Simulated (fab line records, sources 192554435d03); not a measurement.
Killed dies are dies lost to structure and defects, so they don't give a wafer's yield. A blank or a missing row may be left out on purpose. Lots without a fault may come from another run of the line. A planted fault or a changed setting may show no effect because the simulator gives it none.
Chamber matching | flow n5_finfet | N5_FIN_SAQP_ETCH_52 on rie_diel-03: 4 sister chambers
The step etches SOC in N2/H2, target depth 100 nm, overetch 20 nm, time 150 s. 18 wafers are shown with their chamber, then 9 later ones without.

WAFERS WITH THEIR CHAMBER
wafer  | chamber | showerhead_plenum_p_Torr (Torr) | throttle_valve_pct (%) | rf_vpp_V (V)
L074.1 | 0       | 2.50                            | 17.89                  | 523.8
L074.4 | 0       | 2.50                            | 17.88                  | 524.2
L074.6 | 1       | 2.61                            | 17.91                  | 525.6
L076.3 | 0       | 2.50                            | 17.88                  | 522.1
L076.4 | 1       | 2.61                            | 17.91                  | 525.7
L076.6 | 2       | 2.60                            | 17.77                  | 525.0
L083.2 | 1       | 2.61                            | 17.51                  | 526.0
L083.3 | 0       | 2.49                            | 17.94                  | 522.4
L083.6 | 0       | 2.49                            | 17.93                  | 521.6
L084.1 | 3       | 2.63                            | 18.32                  | 526.1
L084.3 | 0       | 2.49                            | 17.92                  | 524.0
L084.4 | 1       | 2.60                            | 17.51                  | 525.4
L086.2 | 2       | 2.59                            | 17.79                  | 523.7
L086.4 | 3       | 2.63                            | 18.34                  | 526.3
L086.5 | 2       | 2.59                            | 17.79                  | 524.0
L091.2 | 1       | 2.60                            | 17.54                  | 524.0
L091.5 | 0       | 2.48                            | 17.96                  | 522.2
L091.6 | 3       | 2.63                            | 18.36                  | 527.2

SIGNATURES (means of the wafers above)
reading                  | chamber 0 | chamber 1 | chamber 2 | chamber 3 | scatter within a chamber
showerhead_plenum_p_Torr | 2.4929    | 2.6060    | 2.5933    | 2.6300    | 0.00615
throttle_valve_pct       | 17.9143   | 17.6760   | 17.7833   | 18.3400   | 0.117
rf_vpp_V                 | 522.900   | 525.340   | 524.233   | 526.533   | 0.879
Rule: a wafer's distance from a chamber is the root of the sum, over the readings, of the square of ((its reading less the chamber's mean) divided by the reading's scatter). The wafer belongs to the nearest chamber; if the next one is less than 2 further off, it can't be placed. The scatter: the root of (the sum of the squares of (reading less its chamber's mean) over the shown wafers, divided by (wafers less chambers)).

WAFERS WITHOUT THEIR CHAMBER
wafer  | showerhead_plenum_p_Torr (Torr) | throttle_valve_pct (%) | rf_vpp_V (V)
L092.1 | 2.48                            | 17.96                  | 522.3
L092.2 | 2.60                            | 17.55                  | 525.1
L092.4 | 2.63                            | 18.38                  | 525.8
L093.2 | 2.48                            | 17.97                  | 522.2
L093.4 | 2.59                            | 17.54                  | 525.0
L093.6 | 2.48                            | 17.98                  | 522.7
L096.2 | 2.48                            | 17.99                  | 521.6
L096.5 | 2.59                            | 17.56                  | 524.1
L096.6 | 2.48                            | 17.99                  | 521.0

WHICH CHAMBER EACH WENT THROUGH
wafer  | from the rows above     | in truth
L092.1 | 0                       | 0
L092.2 | can't be placed: 1 or 2 | 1
L092.4 | 3                       | 3
L093.2 | 0                       | 0
L093.4 | can't be placed: 2 or 1 | 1
L093.6 | 0                       | 0
L096.2 | 0                       | 0
L096.5 | can't be placed: 2 or 1 | 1
L096.6 | 0                       | 0
Placed correctly: 6 of 9. Can't be placed from these rows: 3 (the true chamber is among the candidates in 3). Placed wrongly: 0.
